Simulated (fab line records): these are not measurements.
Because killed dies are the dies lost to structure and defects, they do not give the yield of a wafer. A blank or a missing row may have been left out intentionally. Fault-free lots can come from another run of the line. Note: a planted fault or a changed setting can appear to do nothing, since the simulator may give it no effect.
One fault through the eyes of 2 desks | flow nand-harc | only its own numbers are on each desk; what lay behind them is given at the end

== DESK OF THE TOOL OWNER: litho-track-06 ==
The tool's own readings at NHARC_A_M1_PEB_07 (peb time 65 s): means of the sampled wafers that have a number, for each lot that ran on this tool. Marked OUT: a lot whose mean sits more than 4 standard deviations from the usual mean, which makes it out of limits; the brackets give that distance.
Columns: A = heater-power-total-W at NHARC_A_M1_PEB_07, usual 156.6 W; B = plate-temp-C at NHARC_A_M1_PEB_07, usual 99.97 C
lot  | first seen here | A               | B
L753 | day 18 01:14    | 156.8           | 99.89
L756 | day 18 09:13    | 157.0           | 100.01
L769 | day 23 04:13    | 141.6 (-35) OUT | 92.74 (-52) OUT
L774 | day 23 05:06    | 141.1 (-36) OUT | 92.66 (-52) OUT
Finding of this desk: L769, L774 out of limits; the first was L769 at day 23 04:13, on heater-power-total-W at NHARC_A_M1_PEB_07. L753, L756 stayed within limits.

== METROLOGY DESK ==
Means of the sampled wafers that have a number, per lot and without regard to the tool the lot ran on: this is what the gauges read. Marked OUT: a lot whose mean sits more than 4 standard deviations from the usual mean, which makes it out of limits; the brackets give that distance.
Columns: A = cd-nm at NHARC_A_M1_CD_MEAS_09, usual 120.0 nm; B = overlay-x-nm at NHARC_A_M1_OVL_MEAS_10, usual 0.1 nm; C = overlay-y-nm at NHARC_A_M1_OVL_MEAS_10, usual 0.0 nm
lot  | first seen here | A              | B    | C
L753 | day 18 01:19    | 120.3          | -0.7 | -1.0
L755 | day 18 03:29    | 120.2          | -0.1 | 1.1
L756 | day 18 09:18    | 120.2          | 0.0  | 0.7
L761 | day 20 03:18    | 120.2          | 0.2  | -0.3
L763 | day 21 10:44    | 120.5          | 1.2  | -1.0
L766 | day 21 11:26    | 119.9          | 0.2  | 0.6
L767 | day 22 01:36    | 120.2          | 1.3  | 0.6
L770 | day 22 09:13    | 120.3          | 1.2  | -0.6
L769 | day 23 04:18    | 89.2 (-63) OUT | -0.4 | 0.3
L774 | day 23 05:11    | 88.9 (-63) OUT | 0.3  | 0.6
L775 | day 23 07:25    | 120.0          | -0.1 | 0.5
L773 | day 23 10:47    | 119.6          | 0.2  | 0.1
Finding of this desk: L769, L774 out of limits; the first was L769 at day 23 04:18, on cd-nm at NHARC_A_M1_CD_MEAS_09. L753, L755, L756, L761, L763, L766, L767, L770, L775, L773 stayed within limits.

== ALL TOGETHER ==
At day 23 04:13, on L769, L774, the tool owner's desk was in a position to raise an alarm.
An alarm was possible from the metrology desk at day 23 04:18, on L769, L774.
All the named lots went through NHARC_A_M1_PEB_07 on litho-track-06.

== WHAT THE SIMULATOR PUT IN ==
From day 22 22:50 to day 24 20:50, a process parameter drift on litho-track-06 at NHARC_A_M1_PEB_07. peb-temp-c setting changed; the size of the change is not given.
Shown lots that were struck: L769, L774.
Time in hours from fault onset to the first out-of-limits reading at each desk: tool owner's desk 5, metrology desk 5.
